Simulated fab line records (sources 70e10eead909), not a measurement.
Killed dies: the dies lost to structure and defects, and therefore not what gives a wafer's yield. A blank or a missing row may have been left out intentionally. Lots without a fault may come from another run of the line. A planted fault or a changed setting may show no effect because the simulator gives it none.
Chamber matching || flow nand harc || 4 sister chambers for NHARC_P_STI_CMP_21 on cmp-01
The step polishes, t overpolish 20 s, target thk 380.67 nm. 4 wafers are shown with their chamber, then 12 later ones without.

== WAFERS PAIRED WITH THEIR CHAMBERS ==
{"wafer": "L079.4", "chamber": 2, "motor current A (A)": 11.1}
{"wafer": "L085.3", "chamber": 3, "motor current A (A)": 10.7}
{"wafer": "L087.4", "chamber": 0, "motor current A (A)": 12.2}
{"wafer": "L087.6", "chamber": 1, "motor current A (A)": 10.5}

== WAFERS WITH NO CHAMBER GIVEN ==
{"wafer": "L089.1", "motor current A (A)": 10.5}
{"wafer": "L089.4", "motor current A (A)": 11.2}
{"wafer": "L089.6", "motor current A (A)": 12.5}
{"wafer": "L090.1", "motor current A (A)": 10.9}
{"wafer": "L090.3", "motor current A (A)": 12.1}
{"wafer": "L090.6", "motor current A (A)": 9.6}
{"wafer": "L091.1", "motor current A (A)": 10.0}
{"wafer": "L091.5", "motor current A (A)": 10.9}
{"wafer": "L091.6", "motor current A (A)": 11.0}
{"wafer": "L093.2", "motor current A (A)": 13.1}
{"wafer": "L093.3", "motor current A (A)": 11.2}
{"wafer": "L093.6", "motor current A (A)": 10.9}

== WHICH CHAMBER EACH WENT THROUGH ==
{"wafer": "L089.1", "from the rows above": "can't be placed: 1 or 3 or 2", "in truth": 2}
{"wafer": "L089.4", "from the rows above": "can't be placed: 2 or 3 or 1", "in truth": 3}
{"wafer": "L089.6", "from the rows above": 0, "in truth": 0}
{"wafer": "L090.1", "from the rows above": "can't be placed: 2 or 3 or 1", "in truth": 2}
{"wafer": "L090.3", "from the rows above": 0, "in truth": 0}
{"wafer": "L090.6", "from the rows above": "can't be placed: 1 or 3 or 2", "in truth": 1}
{"wafer": "L091.1", "from the rows above": "can't be placed: 1 or 3 or 2", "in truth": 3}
{"wafer": "L091.5", "from the rows above": "can't be placed: 2 or 3 or 1", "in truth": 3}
{"wafer": "L091.6", "from the rows above": "can't be placed: 2 or 3 or 1", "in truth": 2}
{"wafer": "L093.2", "from the rows above": 0, "in truth": 0}
{"wafer": "L093.3", "from the rows above": "can't be placed: 2 or 3 or 1", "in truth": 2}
{"wafer": "L093.6", "from the rows above": "can't be placed: 2 or 3 or 1", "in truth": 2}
3 of 12 placed correctly. Can't be placed from these rows: 9 (the true chamber is among the candidates in 9). Number placed wrongly: 0.
How it was worked out, from the rows above alone: a wafer's distance from a chamber is the root of the sum, over the readings, of the square of ((its reading less the chamber's mean) divided by the reading's scatter). If the next closest chamber is less than 2 further off than the closest, the wafer can't be placed; otherwise it belongs to the closest. A chamber's mean is the mean of its shown wafers. The scatter (one wafer shown for each chamber): square how far every hidden wafer sits from the nearest shown wafer, average those squares and take the square root.
